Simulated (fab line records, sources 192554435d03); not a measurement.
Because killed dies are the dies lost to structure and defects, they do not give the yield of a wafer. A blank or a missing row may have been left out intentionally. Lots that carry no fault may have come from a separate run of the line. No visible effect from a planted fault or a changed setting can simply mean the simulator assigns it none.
fab line records -- flow n5Finfet -- part 2 of 2: steps 21 to 34 of 34
record: lots: 5, wafers: 15, lastDay: 18
route steps=1938 shown HKMG_FIN@399
lots untouched by any fault: they come from a run of this same line in which no faults occurred
startH: hours from the record's first day to the start of the lot's first wafer shown -- waitH: hours since the lot's step before -- " unchanged from the row above -- L1.1+2: a row that stands for several wafers -- - value missing, or start not given -- * or withheld: withheld -- < > ~ a bound
route shown NAME@n: names a module that has steps shown in the file, with the first one's number in the route -- usual: average and standard deviation across the fault-free wafers -- same: alike in all rows -- chamber/n: place in a boat -- sites: the reading at each site -- _std_site: their standard deviation -- _edge_site: mean of outer sites minus mean of inner sites -- radiusMm: how far each site lies from the wafer's centre -- mask NAME#n: copy n -- behind: the most recent tool/chamber to have shaped the wafer -- hold: why the lot went on hold/how many hours it stayed there/how the hold came to an end -- device: names the non-switching transistor (n, p or np) -- end of line: the same wafers' tests at the end of the route -- a step without rows: its recipe alone -- killed: dies lost to structure and defects at the first sort, not the wafer's yield -- map: a wafer's dies, marking killed ones x, the rest . and places with no die _
set.NAME: the setting that was run; set.NAME@STEP: the one run at that earlier step -- model.NAME: the simulator's own value behind a step, which no gauge read
a table for each step, a row for each wafer; lots at some steps of the route
services: when a tool's chamber went out of use (startH, in hours from the record's first day, below 0 if earlier), for how many hours, and the reason
== steps ==
step: N5_HKMG_FIN_ALD_36
recipe: material: TiN, targetThkA: 10, tempC: 400, aldPrecursorFamily: TiCl4, aldCoReactant: NH3, pulseTimeS: 1, purgeTimeS: 3, coReactantPurgeTimeS: 2, coReactantPulseTimeS: 2, aldCycles: 47, pressureTorr: 3
usual: heaterPowerW: 868/88, precursorPulseHeightRel: 1.002/0.019
lot.wafer,tool,chamber,startH,waitH,heaterPowerW,precursorPulseHeightRel
L078.1,aldMetal-02,2,99.81,0.0,897,1.011
L078.3,aldMetal-02,3,99.81,0.0,1068,1.005
L078.6,aldMetal-02,0,99.81,0.0,900,1.017
L079.2,aldMetal-01,2,106.79,0.0,761,0.997
L079.5,aldMetal-01,3,106.79,0.0,779,0.986
L079.6,aldMetal-01,2,106.79,0.0,772,1.022
L093.1,aldMetal-01,0,196.86,0.0,867,0.997
L093.2,aldMetal-01,3,196.86,0.0,781,0.991
L093.5,aldMetal-01,3,196.86,0.0,776,0.987
L094.2,aldMetal-02,2,200.26,0.0,907,1.047
L094.3,aldMetal-02,0,200.26,0.0,900,1.005
L094.4,aldMetal-02,3,200.26,0.0,1073,0.975
L097.4,aldMetal-02,2,217.33,0.2,906,0.989
L097.5,aldMetal-02,3,217.33,0.2,1071,0.980
L097.6,aldMetal-02,0,217.33,0.2,909,1.000
step: N5_HKMG_FIN_THK_MEAS_70
recipe: thkMeasGauge: xrf, reads: HfO2_of_HKMG_FIN_HK_ALD_01
usual: HK_THK: 1.594/0.019
lot.wafer,tool,chamber,startH,waitH,HK_THK[nm]
L078.1,filmMetro-01,-,100.09,0.2,1.592
L078.3,filmMetro-01,-,100.09,0.2,1.588
L078.6,filmMetro-01,-,100.09,0.2,1.582
L079.2,filmMetro-01,-,107.07,0.2,1.594
L079.5,filmMetro-01,-,107.07,0.2,1.614
L079.6,filmMetro-01,-,107.07,0.2,1.600
L093.1,filmMetro-02,-,197.14,0.2,1.636
L093.2,filmMetro-02,-,197.14,0.2,1.596
L093.5,filmMetro-02,-,197.14,0.2,1.633
L094.2,filmMetro-01,-,200.54,0.2,1.592
L094.3,filmMetro-01,-,200.54,0.2,1.588
L094.4,filmMetro-01,-,200.54,0.2,1.610
L097.4,filmMetro-02,-,217.48,0.0,1.558
L097.5,filmMetro-02,-,217.48,0.0,1.596
L097.6,filmMetro-02,-,217.48,0.0,1.617
step: N5_HKMG_FIN_PWFM_ALD_03
recipe: material: TiN, targetThkA: 20, tempC: 400, aldPrecursorFamily: TiCl4, aldCoReactant: NH3, pulseTimeS: 1, purgeTimeS: 3, coReactantPurgeTimeS: 2, coReactantPulseTimeS: 2, aldCycles: 91, pressureTorr: 3
usual: heaterPowerW: 860/87, precursorPulseHeightRel: 1.000/0.021
lot.wafer,tool,chamber,startH,waitH,heaterPowerW,precursorPulseHeightRel
L078.1,aldMetal-02,1,100.13,0.0,788,0.972
L078.3,aldMetal-02,2,100.13,0.0,917,1.031
L078.6,aldMetal-02,1,100.13,0.0,783,1.026
L079.2,aldMetal-01,0,107.11,0.0,875,1.001
L079.5,aldMetal-01,0,107.11,0.0,855,1.025
L079.6,aldMetal-01,3,107.11,0.0,790,0.975
L093.1,aldMetal-02,2,197.18,0.0,922,0.963
L093.2,aldMetal-02,3,197.18,0.0,1050,1.010
L093.5,aldMetal-02,3,197.18,0.0,1078,0.985
L094.2,aldMetal-04,0,200.57,0.0,841,1.024
L094.3,aldMetal-04,2,200.57,0.0,878,0.995
L094.4,aldMetal-04,1,200.57,0.0,921,1.010
L097.4,aldMetal-01,1,217.52,0.0,782,1.007
L097.5,aldMetal-01,0,217.52,0.0,882,1.017
L097.6,aldMetal-01,1,217.52,0.0,788,1.007
step: N5_HKMG_FIN_COAT_29
recipe: resist: SOC, tempC: 250, timeS: 60, spinRpm: 1500, resistThkNm: 300
lot.wafer,tool,chamber,startH,waitH
L078.1+3+6,lithoTrack-03,0,100.60,0.2
L079.2+5+6,lithoTrack-03,0,107.58,0.2
L093.1+2+5,lithoTrack-02,0,197.65,0.2
L094.2+3+4,lithoTrack-05,0,201.04,0.2
L097.4+5+6,lithoTrack-05,0,217.99,0.2
step: N5_HKMG_FIN_COAT_30
recipe: resist: SiARC, tempC: 220, timeS: 60, spinRpm: 1500, resistThkNm: 35
lot.wafer,tool,chamber,startH,waitH
L078.1+3+6,lithoTrack-03,0,-,-
L079.2+5+6,lithoTrack-03,0,-,-
L093.1+2+5,lithoTrack-02,0,-,-
L094.2+3+4,lithoTrack-05,0,-,-
L097.4+5+6,lithoTrack-05,0,-,-
step: N5_HKMG_FIN_COAT_06
recipe: resist: CAR-ArF, spinRpm: 1500, resistThkNm: 90
lot.wafer,tool,chamber,startH,waitH
L078.1+3+6,lithoTrack-03,0,-,-
L079.2+5+6,lithoTrack-03,0,-,-
L093.1+2+5,lithoTrack-02,0,-,-
L094.2+3+4,lithoTrack-05,0,-,-
L097.4+5+6,lithoTrack-05,0,-,-
step: N5_HKMG_FIN_EBR_08
recipe: solvent: PGMEA, ebrWidthMm: 1.5
lot.wafer,tool,chamber,startH,waitH
L078.1+3+6,lithoTrack-03,0,-,-
L079.2+5+6,lithoTrack-03,0,-,-
L093.1+2+5,lithoTrack-02,0,-,-
L094.2+3+4,lithoTrack-05,0,-,-
L097.4+5+6,lithoTrack-05,0,-,-
step: N5_HKMG_FIN_SOFTBAKE_07
recipe: tempC: 110, timeS: 60, resist: CAR-ArF
lot.wafer,tool,chamber,startH,waitH
L078.1+3+6,lithoTrack-03,0,-,-
L079.2+5+6,lithoTrack-03,0,-,-
L093.1+2+5,lithoTrack-02,0,-,-
L094.2+3+4,lithoTrack-05,0,-,-
L097.4+5+6,lithoTrack-05,0,-,-
step: N5_HKMG_FIN_EXPOSE_09
recipe: maskId: NWFM, na: 1.35, sourceShape: conventional, sigmaOuter: 0.8, polarization: unpolarized, doseMj: 39.25
lot.wafer,tool,chamber,startH,waitH,mask
L078.1+3+6,arfiScanner-03,0,100.84,-,NWFM#0
L079.2+5+6,arfiScanner-02,0,107.82,-,NWFM#0
L093.1+2+5,arfiScanner-02,0,197.77,-,NWFM#0
L094.2+3+4,arfiScanner-02,0,201.17,-,NWFM#0
L097.4+5+6,arfiScanner-03,0,218.12,-,NWFM#0
step: N5_HKMG_FIN_PEB_10
recipe: pebTempC: withheld, pebTimeS: 60, resist: CAR-ArF
lot.wafer,tool,chamber,startH,waitH
L078.1+3+6,lithoTrack-03,0,100.90,0.1
L079.2+5+6,lithoTrack-05,0,107.88,0.0
L093.1+2+5,lithoTrack-05,0,197.83,0.1
L094.2+3+4,lithoTrack-05,0,201.22,0.0
L097.4+5+6,lithoTrack-05,0,218.17,0.0
step: N5_HKMG_FIN_DEVELOP_11
recipe: developTimeS: 30, developer: TMAH, resist: CAR-ArF, devTempC: 23, rinseLiquid: diw, dry: airSpin
same: developTimeS: 30
lot.wafer,tool,chamber,startH,waitH
L078.1+3+6,lithoTrack-03,0,-,-
L079.2+5+6,lithoTrack-05,0,-,-
L093.1+2+5,lithoTrack-05,0,-,-
L094.2+3+4,lithoTrack-05,0,-,-
L097.4+5+6,lithoTrack-05,0,-,-
step: N5_HKMG_FIN_CD_MEAS_12
recipe: targetCdNm: 92.8, landingEnergyEv: 500, detector: seInlens
usual: cdNm: 92.8/0.51
lot.wafer,tool,chamber,startH,waitH,cdNm
L078.1,cdSem-03,0,100.96,-,93.1
L078.3,cdSem-03,0,100.96,-,92.3
L078.6,cdSem-03,0,100.96,-,92.8
L079.2,cdSem-01,0,107.94,-,92.8
L079.5,cdSem-01,0,107.94,-,92.7
L079.6,cdSem-01,0,107.94,-,92.6
L093.1,cdSem-02,0,197.89,-,92.8
L093.2,cdSem-02,0,197.89,-,92.9
L093.5,cdSem-02,0,197.89,-,92.7
L094.2,cdSem-03,0,201.29,-,91.9
L094.3,cdSem-03,0,201.29,-,92.6
L094.4,cdSem-03,0,201.29,-,92.5
L097.4,cdSem-01,0,218.24,-,92.9
L097.5,cdSem-01,0,218.24,-,92.9
L097.6,cdSem-01,0,218.24,-,92.6
step: N5_HKMG_FIN_OVL_MEAS_13
recipe: pointsPerWafer: 44
usual: NWFM_OVL: 0.0/0.71
same: pointsPerWafer: 44
lot.wafer,tool,chamber,startH,waitH,NWFM_OVL[nm]
L078.1,overlay-01,0,100.99,0.0,0.0
L078.3,overlay-01,0,100.99,0.0,-0.5
L078.6,overlay-01,0,100.99,0.0,0.0
L079.2,overlay-02,0,107.97,0.0,-1.5
L079.5,overlay-02,0,107.97,0.0,-0.3
L079.6,overlay-02,0,107.97,0.0,-1.6
L093.1,overlay-01,0,197.92,0.0,-0.8
L093.2,overlay-01,0,197.92,0.0,0.3
L093.5,overlay-01,0,197.92,0.0,-0.3
L094.2,overlay-01,0,201.32,0.0,0.6
L094.3,overlay-01,0,201.32,0.0,0.6
L094.4,overlay-01,0,201.32,0.0,0.9
L097.4,overlay-02,0,218.26,0.0,1.3
L097.5,overlay-02,0,218.26,0.0,-0.4
L097.6,overlay-02,0,218.26,0.0,0.1
step: N5_HKMG_FIN_INSPECT_14
recipe: mode: adi, inspectInstrument: macro
usual: rawDefectCount: 1.9/1.3
lot.wafer,tool,chamber,startH,waitH,rawDefectCount
L078.1,defectInspect-02,-,101.02,0.0,0
L078.3,defectInspect-02,-,101.02,0.0,1
L078.6,defectInspect-02,-,101.02,0.0,2
L079.2,defectInspect-02,-,108.00,0.0,2
L079.5,defectInspect-02,-,108.00,0.0,4
L079.6,defectInspect-02,-,108.00,0.0,2
L093.1,defectInspect-01,-,197.95,0.0,1
L093.2,defectInspect-01,-,197.95,0.0,1
L093.5,defectInspect-01,-,197.95,0.0,0
L094.2,defectInspect-02,-,201.34,0.0,1
L094.3,defectInspect-02,-,201.34,0.0,2
L094.4,defectInspect-02,-,201.34,0.0,2
L097.4,defectInspect-01,-,218.29,0.0,0
L097.5,defectInspect-01,-,218.29,0.0,0
L097.6,defectInspect-01,-,218.29,0.0,2
== services ==
tool,chamber,startH,hours,kind
thermalCvdSi-02,-,76.70,2.8,repair
thermalCvdSi-02,-,92.37,2.8,pm
rieDiel-06,0,95.43,9.2,repair
arfiScanner-02,-,97.70,1.0,pm
rtpAnneal-02,-,102.35,86.3,pm
aldMetal-04,-,112.02,2.8,pm
arfiScanner-03,-,116.47,9.4,repair
arfiScanner-02,-,118.61,1.3,pm
aldMetal-04,-,121.59,1.1,repair
arfiScanner-03,-,125.90,1.3,pm
arfiScanner-03,-,127.20,1.0,pm
rieDiel-06,3,136.50,-,clean
rieDiel-06,3,136.50,-,consumableReplace:focusRing
aldMetal-01,-,138.82,1.0,repair
aldMetal-01,0,143.84,7.9,repair
rieDiel-06,2,169.03,5.1,repair
arfiScanner-03,-,182.75,0.8,pm
rieDiel-06,-,183.10,0.2,repair
rieDiel-03,3,184.82,4.3,repair
aldMetal-02,1,186.68,37.3,repair
arfiScanner-02,-,196.32,0.8,pm
aldMetal-01,1,197.34,11.4,repair
arfiScanner-03,-,197.91,1.0,pm
plasmaAsher-01,-,197.93,1.5,repair
